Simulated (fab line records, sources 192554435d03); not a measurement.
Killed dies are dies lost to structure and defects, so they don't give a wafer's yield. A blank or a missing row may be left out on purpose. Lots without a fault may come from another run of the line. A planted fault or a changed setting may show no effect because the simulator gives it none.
A struck lot beside a sound one | flow n5_finfet | 36 steps out of a route of 1938
Sound: wafers L436.4, L436.5, L436.6. Struck: wafer L432.1. (L432.4 of the same lot was not struck and is left out.) The cause comes at the end.
At each step with rows: each side's tool, then ch and its chambers, then its first start. Under that, the readings that differ: sound wafers | struck wafers | difference of the means | sigmas: that difference in standard deviations of wafers without a fault.
alike: readings whose means differ by less than 2 such deviations, and words and numbers that are the same on both sides. not compared: withheld readings, readings that some wafer has no value for, bounds like >300 that may hide the same value, and numbers for which the record gives no deviation and whose values overlap.
The two part at a step that has a row with sigmas, a row that says differs or no value, or rows on one side only. Numbers that don't overlap but have no deviation are shown without sigmas and don't part them. A reading that every wafer of one side lacks parts them only if that side has two wafers or more.

first, 9 steps without rows for these wafers: N5_FIN_SAQP_PRECLEAN_42 (cleans in O3/DIW, time 60 s); N5_FIN_SAQP_PRECLEAN_00 (cleans in SC1, time 60 s); N5_FIN_SAQP_PRECLEAN_44 (cleans in SC2, time 45 s); N5_FIN_SAQP_SRD_01 (time 30 s); N5_FIN_SAQP_ALD_61 (deposits SiO2, target thk 4 nm, pulse time 1 s, purge time 2 s); N5_FIN_SAQP_DENSIFY_62 (time 60 s); N5_FIN_SAQP_HM_DEP_03 (deposits SiNx from SiH4/NH3/N2, target thk 38 nm, time 33.6 s); N5_FIN_SAQP_PECVD_47 (deposits a-Si from SiH4/He, target thk 45 nm, time 36.3 s); N5_FIN_SAQP_PECVD_48 (deposits SiNx from SiH4/NH3/N2, target thk 25 nm, time 22.1 s).
N5_FIN_SAQP_PECVD_06: deposits a-Si from SiH4/He, target thk 60 nm, time 48.1 s.
  sound on pecvd-04 ch 0,1,2, day 7 15:21; struck on pecvd-02 ch 1, day 6 15:43
  reading                                     | sound             | struck | difference | sigmas
  model.a-Si_of_FIN_SAQP_PECVD_06.thk_nm (nm) | 60.25 61.37 62.25 | 72.78  | +11.49     |
  alike: heater_power_w, showerhead_plenum_p_Torr, showerhead_vpp_V, throttle_valve_pct
N5_FIN_SAQP_THK_MEAS_07:
  sound on film_metro-02, day 7 15:25; struck on film_metro-01, day 6 15:49
  reading     | sound          | struck | difference | sigmas
  thk_nm (nm) | 60.3 61.4 62.3 | 72.7   | +11.4      | +12
then, 15 steps without rows for these wafers: N5_FIN_SAQP_HM_DEP_72 (deposits SiO2 from SiH4/N2O, target thk 12 nm, time 7.2 s); N5_FIN_SAQP_COAT_49 (time 60 s, resist thk 100 nm); N5_FIN_SAQP_COAT_50 (time 60 s, resist thk 35 nm); N5_FIN_SAQP_COAT_10 (resist thk 90 nm); N5_FIN_SAQP_EBR_12; N5_FIN_SAQP_SOFTBAKE_11 (time 60 s); N5_FIN_SAQP_EXPOSE_13 (exposes mask FIN CORE, target cd 35.6 nm); N5_FIN_SAQP_PEB_14 (peb time 60 s); N5_FIN_SAQP_DEVELOP_15 (develop time 30 s); N5_FIN_SAQP_DESCUM_21 (chemistry O2, time 7.9 s); N5_FIN_SAQP_ETCH_51 (etches SiARC in CF4, target depth 45.5 nm, time 75.8 s); N5_FIN_SAQP_ETCH_52 (etches SOC in N2/H2, target depth 100 nm, overetch 20 nm, time 150 s); N5_FIN_SAQP_STRIP_53 (strips in N2/H2); N5_FIN_SAQP_HM_OPEN_73 (chemistry CHF3/O2, target SiO2, stops on a-Si, target depth 12 nm, time 16.8 s); N5_FIN_SAQP_STRIP_74 (strips in CHF3/O2).
N5_FIN_SAQP_MANDREL_ETCH_22: etches a-Si in HBr/Cl2, stops on SiNx, target depth 60 nm, bt time 10 s, time 30 s.
  sound on rie_si-02 ch 0,1,2, day 7 16:23; struck on rie_si-05 ch 0, day 6 16:42
  reading                  | sound             | struck | difference | sigmas
  oes_product_au (a.u.)    | 0.774 0.778 0.800 | 0.847  | +0.063     | +5
  throttle_valve_pct (%)   | 35.2 35.3 35.6    | 34.4   | -1.0       | -3
  model.etch.depth_nm (nm) | 60.12 61.24 62.23 | 72.69  | +11.49     |
  alike: drypump_motor_current_A
  not compared: rf_hours_counter_h
then, 5 steps without rows for these wafers: N5_FIN_SAQP_STRIP_55 (strips in N2/H2); N5_FIN_SAQP_STRIP_23 (strips in SPM, time 750 s); N5_FIN_SAQP_SRD_66 (time 30 s); N5_FIN_SAQP_RECESS_75 (chemistry HF/NH3, target SiO2, target depth 14.4 nm, afs cycles 3, sublimation time 60 s); N5_FIN_SAQP_SPACER1_ALD_24 (deposits SiO2, target thk 20.3 nm, pulse time 1 s, purge time 2 s).
N5_FIN_SAQP_SPACER1_ETCHBACK_25: etches SiO2 in CHF3/O2, target depth 24.4 nm, time 12.2 s.
  sound on rie_diel-03 ch 0,2,3, day 7 18:35; struck on rie_diel-04 ch 0, day 6 18:14
  reading                                     | sound          | struck | difference | sigmas
  model.a-Si_of_FIN_SAQP_PECVD_06.thk_nm (nm) | 59.2 60.4 61.4 | 71.8   | +11.5      |
  alike: CHF3_flow_sccm, drypump_motor_current_A, oes_o_777_au, oes_product_au, rf_vpp_V, showerhead_plenum_p_Torr, throttle_valve_pct
  not compared: rf_hours_counter_h
then, 1 step without rows for these wafers: N5_FIN_SAQP_MANDREL1_REMOVE_56 (chemistry HBr/Cl2/O2, target a-Si, stops on SiNx, bt time 10 s).
-- the record jumps here: 6 days lie between the struck wafers' starts before and after (it left off in module FIN_SAQP and takes up again in module BEOL_M4, whose first step shown is number 1111 of the route) --
N5_BEOL_M4_RC_MEAS_101:
  sound on prober-01 ch 0, day 14 03:17; struck on prober-02 ch 0, day 13 05:05
  reading        | sound          | struck | difference | sigmas
  DIBL_P (mV/V)  | 33.1 33.3 34.8 | 38.8   | +5.1       | +2
  IOFF_N (nA/um) | 0.11 0.12 0.13 | 0.20   | +0.08      | +2
  IOFF_P (nA/um) | 0.15 0.15 0.17 | 0.26   | +0.10      | +3
  alike: DIBL_N, ION_N, ION_P, SS_N, SS_P, VT_N, VT_P
then, 1 step without rows for these wafers: N5_PASSIVATION_PROBE_49.

WHERE THEY PART
First at N5_FIN_SAQP_THK_MEAS_07; last, within this record, at N5_BEOL_M4_RC_MEAS_101.

WHY: what the simulator had put in
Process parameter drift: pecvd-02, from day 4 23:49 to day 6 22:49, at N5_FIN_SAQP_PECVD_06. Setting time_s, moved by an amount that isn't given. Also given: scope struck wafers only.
